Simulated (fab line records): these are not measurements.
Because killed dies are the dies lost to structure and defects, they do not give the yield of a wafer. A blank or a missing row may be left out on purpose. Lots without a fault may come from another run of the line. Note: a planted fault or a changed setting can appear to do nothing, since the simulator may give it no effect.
The tool behind it: which one? || flow n5 finfet || Sampling: 10 lots, 30 wafers, 5 of 1938 route steps

== WHAT THE GAUGES SHOWED, per wafer ==
Not one reading of a measure or inspect step in the record can be checked against a usual standard deviation.

== EACH LOT AND THE TOOL THAT RAN IT (in order: tool; ch and the chambers of the sampled wafers; start) ==
{"lot": "L239", "N5_BEOL_M5_ETCH_41": "rie diel-04 ch 0,1,3, day 9 03:19", "N5_MIM_BOT_ETCH_STRIP_01": "rie diel-03 ch 0,3, day 13 05:14", "N5_PASSIVATION_AL_ETCH_33": "rie metal-03 ch 0,1, day 13 10:02", "N5_PASSIVATION_DESCUM_46": "rie diel-02 ch 0,1,2, day 13 11:34", "N5_PASSIVATION_PROBE_49": "prober-02, day 13 14:43"}
{"lot": "L240", "N5_BEOL_M5_ETCH_41": "rie diel-01 ch 2,3, day 9 09:22", "N5_MIM_BOT_ETCH_STRIP_01": "rie diel-02 ch 0,2, day 13 08:59", "N5_PASSIVATION_AL_ETCH_33": "rie metal-02 ch 0, day 13 16:16", "N5_PASSIVATION_DESCUM_46": "rie diel-05 ch 1,2, day 13 18:22", "N5_PASSIVATION_PROBE_49": "-"}
{"lot": "L243", "N5_BEOL_M5_ETCH_41": "rie diel-04 ch 0,2,3, day 10 02:12", "N5_MIM_BOT_ETCH_STRIP_01": "rie diel-05 ch 0,2, day 14 07:30", "N5_PASSIVATION_AL_ETCH_33": "rie metal-02 ch 0,1, day 14 11:02", "N5_PASSIVATION_DESCUM_46": "rie diel-03 ch 2,3, day 14 13:15", "N5_PASSIVATION_PROBE_49": "prober-02, day 14 16:29"}
{"lot": "L241", "N5_BEOL_M5_ETCH_41": "rie diel-06 ch 0,2,3, day 10 02:13", "N5_MIM_BOT_ETCH_STRIP_01": "rie diel-05 ch 0,1,2, day 14 05:04", "N5_PASSIVATION_AL_ETCH_33": "rie metal-03 ch 0,1, day 14 10:43", "N5_PASSIVATION_DESCUM_46": "rie diel-05 ch 1,2, day 14 12:35", "N5_PASSIVATION_PROBE_49": "prober-01, day 14 16:31"}
{"lot": "L245", "N5_BEOL_M5_ETCH_41": "rie diel-04 ch 1,2,3, day 10 07:56", "N5_MIM_BOT_ETCH_STRIP_01": "rie diel-05 ch 0,1,2, day 14 11:50", "N5_PASSIVATION_AL_ETCH_33": "rie metal-02 ch 0,1, day 14 15:36", "N5_PASSIVATION_DESCUM_46": "rie diel-03 ch 1,2,3, day 14 17:07", "N5_PASSIVATION_PROBE_49": "prober-01, day 14 20:19"}
{"lot": "L246", "N5_BEOL_M5_ETCH_41": "rie diel-04 ch 0,2,3, day 11 02:32", "N5_MIM_BOT_ETCH_STRIP_01": "rie diel-05 ch 0,1, day 15 02:05", "N5_PASSIVATION_AL_ETCH_33": "rie metal-03 ch 0,1, day 15 06:53", "N5_PASSIVATION_DESCUM_46": "rie diel-05 ch 1,2,3, day 15 08:53", "N5_PASSIVATION_PROBE_49": "-"}
{"lot": "L247", "N5_BEOL_M5_ETCH_41": "rie diel-04 ch 2,3, day 11 07:44", "N5_MIM_BOT_ETCH_STRIP_01": "rie diel-02 ch 0,1,3, day 15 03:52", "N5_PASSIVATION_AL_ETCH_33": "rie metal-03 ch 0,1, day 15 20:26", "N5_PASSIVATION_DESCUM_46": "rie diel-02 ch 2,3, day 15 22:13", "N5_PASSIVATION_PROBE_49": "-"}
{"lot": "L248", "N5_BEOL_M5_ETCH_41": "rie diel-04 ch 0,2, day 11 12:49", "N5_MIM_BOT_ETCH_STRIP_01": "rie diel-03 ch 0,1,2, day 15 11:54", "N5_PASSIVATION_AL_ETCH_33": "rie metal-03 ch 0,1, day 15 15:08", "N5_PASSIVATION_DESCUM_46": "rie diel-03 ch 1,2, day 15 16:54", "N5_PASSIVATION_PROBE_49": "-"}
{"lot": "L252", "N5_BEOL_M5_ETCH_41": "rie diel-04 ch 0,2,3, day 12 09:53", "N5_MIM_BOT_ETCH_STRIP_01": "rie diel-05 ch 0,2, day 16 14:47", "N5_PASSIVATION_AL_ETCH_33": "rie metal-03 ch 0,1, day 16 17:41", "N5_PASSIVATION_DESCUM_46": "rie diel-05 ch 0,1,3, day 16 19:20", "N5_PASSIVATION_PROBE_49": "prober-02, day 16 22:35"}
{"lot": "L254", "N5_BEOL_M5_ETCH_41": "rie diel-04 ch 2,3, day 13 01:44", "N5_MIM_BOT_ETCH_STRIP_01": "rie diel-03 ch 1,3, day 17 00:55", "N5_PASSIVATION_AL_ETCH_33": "rie metal-01 ch 1, day 17 04:40", "N5_PASSIVATION_DESCUM_46": "rie diel-03 ch 2,3, day 17 07:16", "N5_PASSIVATION_PROBE_49": "prober-02, day 17 10:19"}
- N5_BEOL_M5_ETCH_41: etches SiCN in CH3F/O2, target depth 31.5 nm, time 56.7 s.
- N5_MIM_BOT_ETCH_STRIP_01: strips in O2.
- N5_PASSIVATION_AL_ETCH_33: etches Al in Cl2/BCl3, stops on TaN, target depth 2800 nm, time 466.7 s.
- N5_PASSIVATION_DESCUM_46: chemistry O2, time 7.9 s.
- N5_PASSIVATION_PROBE_49

== AS READ BY THE TOOLS THEMSELVES (means over the sampled wafers that have a number; for cases with no such wafer, the mark the record gives instead) ==
N5_BEOL_M5_ETCH_41. Usual: drypump motor current A 5.7 A, standard deviation 0.44; oes product au 0.77 a.u., standard deviation 0.088; rf vpp V 297.9 V, standard deviation 1.6; showerhead plenum p Torr 2.02 Torr, standard deviation 0.069; throttle valve pct 16.40 %, standard deviation 0.22.
{"lot": "L239", "tool": "rie diel-04", "drypump motor current A (A)": 5.6, "oes product au (a.u.)": 0.72, "rf vpp V (V)": 298.1, "showerhead plenum p Torr (Torr)": 2.06, "throttle valve pct (%)": 16.52, "flag": ""}
{"lot": "L240", "tool": "rie diel-01", "drypump motor current A (A)": 5.4, "oes product au (a.u.)": 0.74, "rf vpp V (V)": 298.2, "showerhead plenum p Torr (Torr)": 2.06, "throttle valve pct (%)": 16.45, "flag": ""}
{"lot": "L243", "tool": "rie diel-04", "drypump motor current A (A)": 5.7, "oes product au (a.u.)": 0.76, "rf vpp V (V)": 299.0, "showerhead plenum p Torr (Torr)": 2.05, "throttle valve pct (%)": 16.35, "flag": ""}
{"lot": "L241", "tool": "rie diel-06", "drypump motor current A (A)": 5.5, "oes product au (a.u.)": 0.78, "rf vpp V (V)": 298.7, "showerhead plenum p Torr (Torr)": 2.05, "throttle valve pct (%)": 16.39, "flag": ""}
{"lot": "L245", "tool": "rie diel-04", "drypump motor current A (A)": 5.8, "oes product au (a.u.)": 0.74, "rf vpp V (V)": 298.1, "showerhead plenum p Torr (Torr)": 2.04, "throttle valve pct (%)": 16.44, "flag": ""}
{"lot": "L246", "tool": "rie diel-04", "drypump motor current A (A)": 5.7, "oes product au (a.u.)": 0.74, "rf vpp V (V)": 298.7, "showerhead plenum p Torr (Torr)": 2.05, "throttle valve pct (%)": 16.35, "flag": ""}
{"lot": "L247", "tool": "rie diel-04", "drypump motor current A (A)": 5.9, "oes product au (a.u.)": 0.77, "rf vpp V (V)": 296.8, "showerhead plenum p Torr (Torr)": 2.03, "throttle valve pct (%)": 16.26, "flag": ""}
{"lot": "L248", "tool": "rie diel-04", "drypump motor current A (A)": 5.5, "oes product au (a.u.)": 0.76, "rf vpp V (V)": 298.7, "showerhead plenum p Torr (Torr)": 2.06, "throttle valve pct (%)": 16.37, "flag": ""}
{"lot": "L252", "tool": "rie diel-04", "drypump motor current A (A)": 5.7, "oes product au (a.u.)": 0.83, "rf vpp V (V)": 298.7, "showerhead plenum p Torr (Torr)": 2.05, "throttle valve pct (%)": 16.19, "flag": ""}
{"lot": "L254", "tool": "rie diel-04", "drypump motor current A (A)": 6.0, "oes product au (a.u.)": 0.88, "rf vpp V (V)": 298.7, "showerhead plenum p Torr (Torr)": 2.04, "throttle valve pct (%)": 16.00, "flag": ""}

N5_MIM_BOT_ETCH_STRIP_01. Usual: drypump motor current A 5.8 A, standard deviation 0.43; oes product au 0.86 a.u., standard deviation 0.097; rf vpp V 3.7 V, standard deviation 1.3; showerhead plenum p Torr 2.07 Torr, standard deviation 0.076; throttle valve pct 16.51 %, standard deviation 0.23.
{"lot": "L239", "tool": "rie diel-03", "drypump motor current A (A)": 6.0, "oes product au (a.u.)": 0.78, "rf vpp V (V)": 3.2, "showerhead plenum p Torr (Torr)": 2.05, "throttle valve pct (%)": 16.49, "flag": ""}
{"lot": "L240", "tool": "rie diel-02", "drypump motor current A (A)": 6.1, "oes product au (a.u.)": 0.78, "rf vpp V (V)": 3.7, "showerhead plenum p Torr (Torr)": 1.95, "throttle valve pct (%)": 16.71, "flag": ""}
{"lot": "L243", "tool": "rie diel-05", "drypump motor current A (A)": 5.6, "oes product au (a.u.)": 0.89, "rf vpp V (V)": 4.6, "showerhead plenum p Torr (Torr)": 2.07, "throttle valve pct (%)": 16.34, "flag": ""}
{"lot": "L241", "tool": "rie diel-05", "drypump motor current A (A)": 5.4, "oes product au (a.u.)": 0.92, "rf vpp V (V)": 3.2, "showerhead plenum p Torr (Torr)": 2.11, "throttle valve pct (%)": 16.45, "flag": ""}
{"lot": "L245", "tool": "rie diel-05", "drypump motor current A (A)": 5.5, "oes product au (a.u.)": 0.91, "rf vpp V (V)": 3.8, "showerhead plenum p Torr (Torr)": 2.11, "throttle valve pct (%)": 16.46, "flag": ""}
{"lot": "L246", "tool": "rie diel-05", "drypump motor current A (A)": 5.4, "oes product au (a.u.)": 0.92, "rf vpp V (V)": 3.4, "showerhead plenum p Torr (Torr)": 2.16, "throttle valve pct (%)": 16.60, "flag": ""}
{"lot": "L247", "tool": "rie diel-02", "drypump motor current A (A)": 5.9, "oes product au (a.u.)": 0.73, "rf vpp V (V)": 4.0, "showerhead plenum p Torr (Torr)": 2.02, "throttle valve pct (%)": 16.73, "flag": ""}
{"lot": "L248", "tool": "rie diel-03", "drypump motor current A (A)": 6.0, "oes product au (a.u.)": 0.83, "rf vpp V (V)": 3.7, "showerhead plenum p Torr (Torr)": 2.05, "throttle valve pct (%)": 16.54, "flag": ""}
{"lot": "L252", "tool": "rie diel-05", "drypump motor current A (A)": 5.6, "oes product au (a.u.)": 0.85, "rf vpp V (V)": 2.9, "showerhead plenum p Torr (Torr)": 2.06, "throttle valve pct (%)": 16.37, "flag": ""}
{"lot": "L254", "tool": "rie diel-03", "drypump motor current A (A)": 6.2, "oes product au (a.u.)": 0.80, "rf vpp V (V)": 3.9, "showerhead plenum p Torr (Torr)": 2.07, "throttle valve pct (%)": 16.57, "flag": ""}

N5_PASSIVATION_AL_ETCH_33. Usual: drypump motor current A 5.9 A, standard deviation 0.36; oes product au 0.67 a.u., standard deviation 0.078; throttle valve pct 34.39 %, standard deviation 0.27.
{"lot": "L239", "tool": "rie metal-03", "drypump motor current A (A)": 6.1, "oes product au (a.u.)": 0.68, "throttle valve pct (%)": 34.55, "flag": ""}
{"lot": "L240", "tool": "rie metal-02", "drypump motor current A (A)": 5.7, "oes product au (a.u.)": 0.80, "throttle valve pct (%)": 34.21, "flag": ""}
{"lot": "L243", "tool": "rie metal-02", "drypump motor current A (A)": 5.5, "oes product au (a.u.)": 0.73, "throttle valve pct (%)": 34.41, "flag": ""}
{"lot": "L241", "tool": "rie metal-03", "drypump motor current A (A)": 6.1, "oes product au (a.u.)": 0.69, "throttle valve pct (%)": 34.54, "flag": ""}
{"lot": "L245", "tool": "rie metal-02", "drypump motor current A (A)": 5.3, "oes product au (a.u.)": 0.68, "throttle valve pct (%)": 34.57, "flag": ""}
{"lot": "L246", "tool": "rie metal-03", "drypump motor current A (A)": 6.2, "oes product au (a.u.)": 0.64, "throttle valve pct (%)": 34.55, "flag": ""}
{"lot": "L247", "tool": "rie metal-03", "drypump motor current A (A)": 6.1, "oes product au (a.u.)": 0.68, "throttle valve pct (%)": 34.56, "flag": ""}
{"lot": "L248", "tool": "rie metal-03", "drypump motor current A (A)": 6.1, "oes product au (a.u.)": 0.67, "throttle valve pct (%)": 34.56, "flag": ""}
{"lot": "L252", "tool": "rie metal-03", "drypump motor current A (A)": 6.2, "oes product au (a.u.)": 0.64, "throttle valve pct (%)": 34.53, "flag": ""}
{"lot": "L254", "tool": "rie metal-01", "drypump motor current A (A)": 5.9, "oes product au (a.u.)": 0.59, "throttle valve pct (%)": 34.05, "flag": ""}

N5_PASSIVATION_DESCUM_46. Usual: drypump motor current A 5.9 A, standard deviation 0.4; oes product au 0.84 a.u., standard deviation 0.096; rf vpp V 242.6 V, standard deviation 1.3; showerhead plenum p Torr 2.05 Torr, standard deviation 0.076; throttle valve pct 20.27 %, standard deviation 0.24.
{"lot": "L239", "tool": "rie diel-02", "drypump motor current A (A)": 5.8, "oes product au (a.u.)": 0.76, "rf vpp V (V)": 243.7, "showerhead plenum p Torr (Torr)": 2.03, "throttle valve pct (%)": 20.39, "flag": ""}
{"lot": "L240", "tool": "rie diel-05", "drypump motor current A (A)": 5.4, "oes product au (a.u.)": 0.89, "rf vpp V (V)": 242.5, "showerhead plenum p Torr (Torr)": 2.07, "throttle valve pct (%)": 20.23, "flag": ""}
{"lot": "L243", "tool": "rie diel-03", "drypump motor current A (A)": 5.6, "oes product au (a.u.)": 0.83, "rf vpp V (V)": 242.9, "showerhead plenum p Torr (Torr)": 2.03, "throttle valve pct (%)": 20.04, "flag": ""}
{"lot": "L241", "tool": "rie diel-05", "drypump motor current A (A)": 5.3, "oes product au (a.u.)": 0.92, "rf vpp V (V)": 243.3, "showerhead plenum p Torr (Torr)": 2.11, "throttle valve pct (%)": 20.39, "flag": ""}
{"lot": "L245", "tool": "rie diel-03", "drypump motor current A (A)": 5.9, "oes product au (a.u.)": 0.77, "rf vpp V (V)": 242.6, "showerhead plenum p Torr (Torr)": 2.05, "throttle valve pct (%)": 20.21, "flag": ""}
{"lot": "L246", "tool": "rie diel-05", "drypump motor current A (A)": 5.7, "oes product au (a.u.)": 0.90, "rf vpp V (V)": 243.9, "showerhead plenum p Torr (Torr)": 2.10, "throttle valve pct (%)": 20.35, "flag": ""}
{"lot": "L247", "tool": "rie diel-02", "drypump motor current A (A)": 5.9, "oes product au (a.u.)": 0.79, "rf vpp V (V)": 242.1, "showerhead plenum p Torr (Torr)": 2.01, "throttle valve pct (%)": 20.48, "flag": ""}
{"lot": "L248", "tool": "rie diel-03", "drypump motor current A (A)": 5.8, "oes product au (a.u.)": 0.83, "rf vpp V (V)": 241.8, "showerhead plenum p Torr (Torr)": 2.04, "throttle valve pct (%)": 20.19, "flag": ""}
{"lot": "L252", "tool": "rie diel-05", "drypump motor current A (A)": 5.8, "oes product au (a.u.)": 0.91, "rf vpp V (V)": 243.6, "showerhead plenum p Torr (Torr)": 2.15, "throttle valve pct (%)": 20.36, "flag": ""}
{"lot": "L254", "tool": "rie diel-03", "drypump motor current A (A)": 5.8, "oes product au (a.u.)": 0.93, "rf vpp V (V)": 243.0, "showerhead plenum p Torr (Torr)": 2.03, "throttle valve pct (%)": 19.88, "flag": ""}

N5_PASSIVATION_PROBE_49. Usual: defect limited yield 91.3 %, standard deviation 1.3; killed_at_M0_to_M3 35, standard deviation 9.3; killed_at_M4_up 14, standard deviation 5.2; killed at contacts 12, standard deviation 5.9; killed at front end 38, standard deviation 11; killed at other 4, standard deviation 3.7; killed dies 103, standard deviation 15; killed on rim 14, standard deviation 4; killed open 67, standard deviation 12; killed short 34, standard deviation 8; sort_bin_5_function 5.1 %, standard deviation 0.88; sort_bin_6_memory 3.3 %, standard deviation 0.65; sort_bin_8_speed 0.00 %, standard deviation 0.03; sort n pass 1077, standard deviation 15; sort yield pct 91.3 %, standard deviation 1.3.
{"lot": "L239", "tool": "prober-02", "defect limited yield (%)": 90.7, "killed_at_M0_to_M3": 40, "killed_at_M4_up": 16, "killed at contacts": 19, "killed at front end": 32, "killed at other": 1, "killed dies": 109, "killed on rim": 17, "killed open": 70, "killed short": 38, "sort_bin_5_function (%)": 5.7, "sort_bin_6_memory (%)": 3.3, "sort_bin_8_speed (%)": 0.00, "sort n pass": 1071, "sort yield pct (%)": 90.7, "flag": ""}
{"lot": "L243", "tool": "prober-02", "defect limited yield (%)": 90.5, "killed_at_M0_to_M3": 32, "killed_at_M4_up": 20, "killed at contacts": 26, "killed at front end": 32, "killed at other": 1, "killed dies": 112, "killed on rim": 15, "killed open": 78, "killed short": 33, "sort_bin_5_function (%)": 5.8, "sort_bin_6_memory (%)": 3.5, "sort_bin_8_speed (%)": 0.00, "sort n pass": 1068, "sort yield pct (%)": 90.5, "flag": ""}
{"lot": "L241", "tool": "prober-01", "defect limited yield (%)": 89.7, "killed_at_M0_to_M3": 45, "killed_at_M4_up": 11, "killed at contacts": 13, "killed at front end": 53, "killed at other": 0, "killed dies": 122, "killed on rim": 17, "killed open": 80, "killed short": 40, "sort_bin_5_function (%)": 4.8, "sort_bin_6_memory (%)": 5.2, "sort_bin_8_speed (%)": 0.00, "sort n pass": 1058, "sort yield pct (%)": 89.7, "flag": ""}
{"lot": "L245", "tool": "prober-01", "defect limited yield (%)": 90.8, "killed_at_M0_to_M3": 35, "killed_at_M4_up": 8, "killed at contacts": 9, "killed at front end": 57, "killed at other": 0, "killed dies": 109, "killed on rim": 14, "killed open": 69, "killed short": 33, "sort_bin_5_function (%)": 5.0, "sort_bin_6_memory (%)": 3.5, "sort_bin_8_speed (%)": 0.00, "sort n pass": 1071, "sort yield pct (%)": 90.8, "flag": ""}
{"lot": "L252", "tool": "prober-02", "defect limited yield (%)": 87.6, "killed_at_M0_to_M3": 41, "killed_at_M4_up": 44, "killed at contacts": 10, "killed at front end": 46, "killed at other": 5, "killed dies": 146, "killed on rim": 20, "killed open": 72, "killed short": 40, "sort_bin_5_function (%)": 7.5, "sort_bin_6_memory (%)": 4.0, "sort_bin_8_speed (%)": 0.03, "sort n pass": 1034, "sort yield pct (%)": 87.6, "flag": "OFF"}
{"lot": "L254", "tool": "prober-02", "defect limited yield (%)": 87.7, "killed_at_M0_to_M3": 35, "killed_at_M4_up": 47, "killed at contacts": 13, "killed at front end": 44, "killed at other": 6, "killed dies": 145, "killed on rim": 21, "killed open": 80, "killed short": 31, "sort_bin_5_function (%)": 7.3, "sort_bin_6_memory (%)": 3.9, "sort_bin_8_speed (%)": 0.00, "sort n pass": 1035, "sort yield pct (%)": 87.7, "flag": "OFF"}

== THE ANSWER, worked out from the rows above alone ==
Rule: a lot counts as off when the mean over its wafers that have a number is more than 3 standard deviations away from the usual mean. Also off: a lot with no number at a reading for which 4 or more lots have one. The other lots that the step has rows for count as sound. Order of review: gauges by route order, followed by the tools' own readings, for which a lot's mean as printed above is used. The first step at which some lot is off is used, and at that step the reading that is off furthest; a lot without a number counts as furthest.
Off at N5_PASSIVATION_PROBE_49 (killed_at_M4_up): L252, L254. Neither off nor sound, because the step has no rows for them: L240, L246, L247, L248.
A tool fits if, at that step or a process step before it, it ran every lot that is off, and no sound lot after the first of them. 2 tools fit, rie diel-04 at N5_BEOL_M5_ETCH_41 and prober-02 at N5_PASSIVATION_PROBE_49, so this cannot tell which one it is.

== WHAT THE SIMULATOR HAD INSERTED ==
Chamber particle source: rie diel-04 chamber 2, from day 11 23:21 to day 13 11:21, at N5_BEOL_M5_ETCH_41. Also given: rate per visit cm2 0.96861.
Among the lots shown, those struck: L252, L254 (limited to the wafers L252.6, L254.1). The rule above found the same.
